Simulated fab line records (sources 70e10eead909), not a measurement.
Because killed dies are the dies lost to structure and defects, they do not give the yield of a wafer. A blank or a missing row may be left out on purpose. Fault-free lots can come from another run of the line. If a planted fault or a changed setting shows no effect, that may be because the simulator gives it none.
Chamber matching || flow nand_harc || NHARC_A_STAIRCASE_CMP_152 on cmp-01: 4 sister chambers
The step polishes. 4 wafers are shown with their chamber, then 8 later ones without.

WAFERS PAIRED WITH THEIR CHAMBERS
{"wafer": "L078.1", "chamber": 1, "motor_current_A (A)": 15.1}
{"wafer": "L082.5", "chamber": 3, "motor_current_A (A)": 12.0}
{"wafer": "L091.5", "chamber": 2, "motor_current_A (A)": 11.9}
{"wafer": "L092.2", "chamber": 0, "motor_current_A (A)": 13.5}

WAFERS WHOSE CHAMBER IS MISSING
{"wafer": "L092.5", "motor_current_A (A)": 13.4}
{"wafer": "L092.6", "motor_current_A (A)": 11.6}
{"wafer": "L094.3", "motor_current_A (A)": 13.4}
{"wafer": "L094.4", "motor_current_A (A)": 11.4}
{"wafer": "L094.6", "motor_current_A (A)": 12.4}
{"wafer": "L097.1", "motor_current_A (A)": 14.3}
{"wafer": "L097.4", "motor_current_A (A)": 11.7}
{"wafer": "L097.5", "motor_current_A (A)": 13.2}

CHAMBER TAKEN BY EACH
{"wafer": "L092.5", "from the rows above": 0, "in truth": 0}
{"wafer": "L092.6", "from the rows above": "can't be placed: 2 or 3", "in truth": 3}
{"wafer": "L094.3", "from the rows above": 0, "in truth": 0}
{"wafer": "L094.4", "from the rows above": "can't be placed: 2 or 3", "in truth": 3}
{"wafer": "L094.6", "from the rows above": "can't be placed: 3 or 2 or 0", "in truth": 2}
{"wafer": "L097.1", "from the rows above": "can't be placed: 1 or 0", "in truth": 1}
{"wafer": "L097.4", "from the rows above": "can't be placed: 2 or 3", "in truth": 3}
{"wafer": "L097.5", "from the rows above": 0, "in truth": 0}
Correct placement for 3 of the 8. Unplaceable from these rows: 5, with the true chamber sitting among the candidates in 5. Number placed wrongly: 0.
How it was worked out, from the rows above alone: a wafer's distance from a chamber is the root of the sum, over the readings, of the square of ((its reading less the chamber's mean) divided by the reading's scatter). If the next closest chamber is less than 2 further off than the closest, the wafer can't be placed; otherwise it belongs to the closest. For every chamber, the mean is computed from those of its wafers that are shown. The scatter (one wafer shown for each chamber): square how far every hidden wafer sits from the nearest shown wafer, average those squares and take the square root.
